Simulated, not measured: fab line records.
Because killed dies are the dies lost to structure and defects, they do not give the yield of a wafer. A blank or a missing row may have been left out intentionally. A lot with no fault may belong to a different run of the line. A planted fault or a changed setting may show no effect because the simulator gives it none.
Chamber matching / flow n5_finfet / rie_diel-02 running N5_FIN_CUT_STRIP_22: 4 sister chambers
The step strips in N2/H2. 4 wafers are shown with their chamber, then 9 later ones without.

WAFERS PAIRED WITH THEIR CHAMBERS
wafer=L082.4; chamber=3; throttle_valve_pct (%)=19.0
wafer=L088.1; chamber=1; throttle_valve_pct (%)=18.9
wafer=L088.2; chamber=0; throttle_valve_pct (%)=18.0
wafer=L088.3; chamber=2; throttle_valve_pct (%)=19.3

WAFERS WITH NO CHAMBER GIVEN
wafer=L089.2; throttle_valve_pct (%)=19.0
wafer=L089.4; throttle_valve_pct (%)=18.9
wafer=L089.6; throttle_valve_pct (%)=18.1
wafer=L091.1; throttle_valve_pct (%)=19.4
wafer=L091.2; throttle_valve_pct (%)=18.1
wafer=L091.4; throttle_valve_pct (%)=18.9
wafer=L095.1; throttle_valve_pct (%)=19.3
wafer=L095.2; throttle_valve_pct (%)=18.1
wafer=L095.4; throttle_valve_pct (%)=19.1

CHAMBER TAKEN BY EACH
wafer=L089.2; from the rows above=can't be placed: 3 or 1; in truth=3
wafer=L089.4; from the rows above=can't be placed: 1 or 3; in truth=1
wafer=L089.6; from the rows above=0; in truth=0
wafer=L091.1; from the rows above=2; in truth=2
wafer=L091.2; from the rows above=0; in truth=0
wafer=L091.4; from the rows above=can't be placed: 1 or 3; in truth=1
wafer=L095.1; from the rows above=2; in truth=2
wafer=L095.2; from the rows above=0; in truth=0
wafer=L095.4; from the rows above=can't be placed: 3 or 2 or 1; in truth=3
Correct placement for 5 of the 9. Not placeable from these rows: 4 (in 4, the candidates include the true chamber). Placed wrongly: 0.
How it was worked out, from the rows above alone: a wafer's distance from a chamber is the root of the sum, over the readings, of the square of ((its reading less the chamber's mean) divided by the reading's scatter). If the next closest chamber is less than 2 further off than the closest, the wafer can't be placed; otherwise it belongs to the closest. A chamber's mean is the mean of its shown wafers. The scatter (one wafer shown for each chamber): square how far every hidden wafer sits from the nearest shown wafer, average those squares and take the square root.
